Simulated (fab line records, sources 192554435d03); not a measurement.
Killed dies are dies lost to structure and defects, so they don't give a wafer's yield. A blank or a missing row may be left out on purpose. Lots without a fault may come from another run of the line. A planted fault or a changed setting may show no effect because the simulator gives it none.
Split-lot experiment | flow n5_finfet | 7 lots, 39 wafers read, on a route of 1938 steps

THE SPLIT
At N5_DUMMY_GATE_EXPOSE_12 (exposes mask GATE, target cd 25 nm), the setting dose_mj was moved away from the recipe's 34 on 15 of the 39 wafers read, by -6.3% to +5.0%. The other wafers ran this setting at the recipe's value.

FROM THE SPLIT TO THE READING: what the file shows between them, 2 steps
- N5_DUMMY_GATE_PEB_13: peb time 60 s
- N5_DUMMY_GATE_DEVELOP_14: develop time 30 s

THE READING
cd_nm, in nm, at N5_DUMMY_GATE_CD_MEAS_15 (target cd 25.8 nm). Fault-free wafers of this fab line usually give 25.02 nm, standard deviation 0.23 nm.

wafer  | tool, chamber at the split | dose_mj as run | against the recipe | cd_nm, nm | against lot-mates on the recipe
L075.1 | euv_scanner-02, 0          | 35.63          | +4.8%              | 24.06     | -0.85
L075.2 | euv_scanner-02, 0          | 34             | recipe             | 24.98     | -
L075.3 | euv_scanner-02, 0          | 35.63          | +4.8%              | 24.01     | -0.90
L075.4 | euv_scanner-02, 0          | 35.63          | +4.8%              | 24.19     | -0.72
L075.5 | euv_scanner-02, 0          | 34             | recipe             | 24.91     | -
L075.6 | euv_scanner-02, 0          | 34             | recipe             | 24.84     | -
L081.1 | euv_scanner-02, 0          | 35.69          | +5.0%              | 24.60     | -0.51
L081.2 | euv_scanner-02, 0          | 34             | recipe             | 25.03     | -
L081.3 | euv_scanner-02, 0          | 35.69          | +5.0%              | 24.35     | -0.76
L081.4 | euv_scanner-02, 0          | 34             | recipe             | 25.29     | -
L081.5 | euv_scanner-02, 0          | 35.69          | +5.0%              | 24.28     | -0.83
L081.6 | euv_scanner-02, 0          | 34             | recipe             | 25.00     | -
L082.1 | euv_scanner-02, 0          | 34             | recipe             | 24.81     | -
L082.2 | euv_scanner-02, 0          | 34             | recipe             | 24.90     | -
L082.3 | euv_scanner-02, 0          | 34.98          | +2.9%              | 24.39     | -0.41
L082.4 | euv_scanner-02, 0          | 34.98          | +2.9%              | 24.30     | -0.50
L082.5 | euv_scanner-02, 0          | 34.98          | +2.9%              | 24.70     | -0.10
L082.6 | euv_scanner-02, 0          | 34             | recipe             | 24.69     | -
L085.1 | euv_scanner-02, 0          | 31.86          | -6.3%              | 26.67     | +1.41
L085.2 | euv_scanner-02, 0          | 34             | recipe             | 25.04     | -
L085.3 | euv_scanner-02, 0          | 31.86          | -6.3%              | 26.05     | +0.79
L085.4 | euv_scanner-02, 0          | 31.86          | -6.3%              | 26.36     | +1.10
L085.5 | euv_scanner-02, 0          | 34             | recipe             | 25.49     | -
L085.6 | euv_scanner-02, 0          | 34             | recipe             | 25.25     | -
L090.1 | euv_scanner-01, 0          | 34             | recipe             | 25.02     | -
L090.2 | euv_scanner-01, 0          | 34             | recipe             | 24.74     | -
L090.3 | euv_scanner-01, 0          | 32.33          | -4.9%              | 25.64     | +0.76
L090.4 | euv_scanner-01, 0          | 32.33          | -4.9%              | 25.67     | +0.79
L090.5 | euv_scanner-01, 0          | 32.33          | -4.9%              | 25.87     | +0.99
L090.6 | euv_scanner-01, 0          | 34             | recipe             | 24.89     | -
L092.2 | euv_scanner-01, 0          | 34             | recipe             | 24.95     | -
L092.3 | euv_scanner-01, 0          | 34             | recipe             | 24.85     | -
L092.4 | euv_scanner-01, 0          | 34             | recipe             | 24.69     | -
L096.1 | euv_scanner-02, 0          | 34             | recipe             | 25.11     | -
L096.2 | euv_scanner-02, 0          | 34             | recipe             | 25.15     | -
L096.3 | euv_scanner-02, 0          | 34             | recipe             | 24.96     | -
L096.4 | euv_scanner-02, 0          | 34             | recipe             | 24.90     | -
L096.5 | euv_scanner-02, 0          | 34             | recipe             | 25.28     | -
L096.6 | euv_scanner-02, 0          | 34             | recipe             | 24.60     | -

THE FIT
A straight line over all 39 wafers: cd_nm changes by -0.175 nm for each +1% of dose_mj; r = -0.92; the points scatter about the line by 0.23 nm.
The same after taking each lot's own level away (the mean of its wafers on the recipe; 39 wafers): -0.163 nm for each +1%; r = -0.95; scatter 0.17 nm.
On that fit, the largest move of dose_mj shifts the reading by 1 nm.
The lots' own levels span 24.800 to 25.260 nm, that is 2.0 times the standard deviation above.
So the lot-to-lot level changes the slope little: the two slopes agree.
Check: with one of the wafers moved furthest among these (-6.3%) left out of the fit, the line predicts +0.99 nm for it against its lot-mates. It came out at +1.41 nm against them.

OTHER SPLITS ON THESE WAFERS
These wafers also went through other splits before the reading. Each is held against what the fit with the lots' levels taken away leaves over:
other split on the same wafers    | wafers away from the commonest value | r with cd_nm (lot level and that fit taken away)
N5_WELL_APT_IMPLANT_14 energy_kev | 12                                   | +0.00

THE WHOLE CHAIN: every reading that the file lists as answering this split, in the file's order
step                     | what it does                             | reading                                                           | change (the file's fit)               | r (the file's)
N5_DUMMY_GATE_CD_MEAS_15 | target cd 25.8 nm                        | cd_nm                                                             | -0.162 nm for each +1% of the setting | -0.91
N5_DUMMY_GATE_TRIM_49    | chemistry O2, time 29 s, target cd 14 nm | DUMMY_GATE.cd_nm (the simulator's own value, which no gauge read) | -0.188 nm for each +1% of the setting | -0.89

THE FILE'S OWN FIT
cd_nm changes by -0.162 nm for each +1% of dose_mj, r = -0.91.
